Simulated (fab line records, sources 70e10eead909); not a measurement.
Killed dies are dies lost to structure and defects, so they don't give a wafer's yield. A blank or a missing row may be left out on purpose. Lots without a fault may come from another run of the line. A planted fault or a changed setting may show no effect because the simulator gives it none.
Chamber matching | flow nand_harc | NHARC_A_SLIT_DEP_23 on pecvd-04: 3 sister chambers
The step deposits SiON, target thk 100 nm. 24 wafers are shown with their chamber, then 12 later ones without.

WAFERS WITH THEIR CHAMBER
wafer  | chamber | heater_power_w (W)
L076.3 | 1       | 935
L076.4 | 1       | 928
L076.6 | 2       | 531
L078.4 | 1       | 1001
L078.5 | 0       | 571
L078.6 | 2       | 587
L080.3 | 2       | 565
L080.4 | 2       | 544
L080.6 | 0       | 594
L086.1 | 0       | 583
L086.5 | 2       | 637
L086.6 | 0       | 607
L085.1 | 1       | 876
L085.2 | 2       | 667
L085.4 | 1       | 862
L089.2 | 1       | 913
L089.3 | 2       | 603
L089.5 | 2       | 607
L091.1 | 2       | 586
L091.3 | 1       | 892
L091.6 | 0       | 634
L091.2 | 0       | 629
L091.4 | 1       | 872
L091.5 | 2       | 626

SIGNATURES (means of the wafers above)
reading        | chamber 0 | chamber 1 | chamber 2 | scatter within a chamber
heater_power_w | 603.00    | 909.88    | 595.30    | 39.9
Rule: a wafer's distance from a chamber is the root of the sum, over the readings, of the square of ((its reading less the chamber's mean) divided by the reading's scatter). The wafer belongs to the nearest chamber; if the next one is less than 2 further off, it can't be placed. The scatter: the root of (the sum of the squares of (reading less its chamber's mean) over the shown wafers, divided by (wafers less chambers)).

WAFERS WITHOUT THEIR CHAMBER
wafer  | heater_power_w (W)
L095.1 | 1040
L095.3 | 666
L095.5 | 1017
L095.2 | 567
L095.4 | 661
L095.6 | 583
L096.1 | 626
L096.3 | 901
L096.5 | 652
L096.2 | 535
L096.4 | 552
L096.6 | 933

WHICH CHAMBER EACH WENT THROUGH
wafer  | from the rows above     | in truth
L095.1 | 1                       | 1
L095.3 | can't be placed: 0 or 2 | 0
L095.5 | 1                       | 1
L095.2 | can't be placed: 2 or 0 | 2
L095.4 | can't be placed: 0 or 2 | 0
L095.6 | can't be placed: 2 or 0 | 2
L096.1 | can't be placed: 0 or 2 | 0
L096.3 | 1                       | 1
L096.5 | can't be placed: 0 or 2 | 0
L096.2 | can't be placed: 2 or 0 | 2
L096.4 | can't be placed: 2 or 0 | 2
L096.6 | 1                       | 1
Placed correctly: 4 of 12. Can't be placed from these rows: 8 (the true chamber is among the candidates in 8). Placed wrongly: 0.
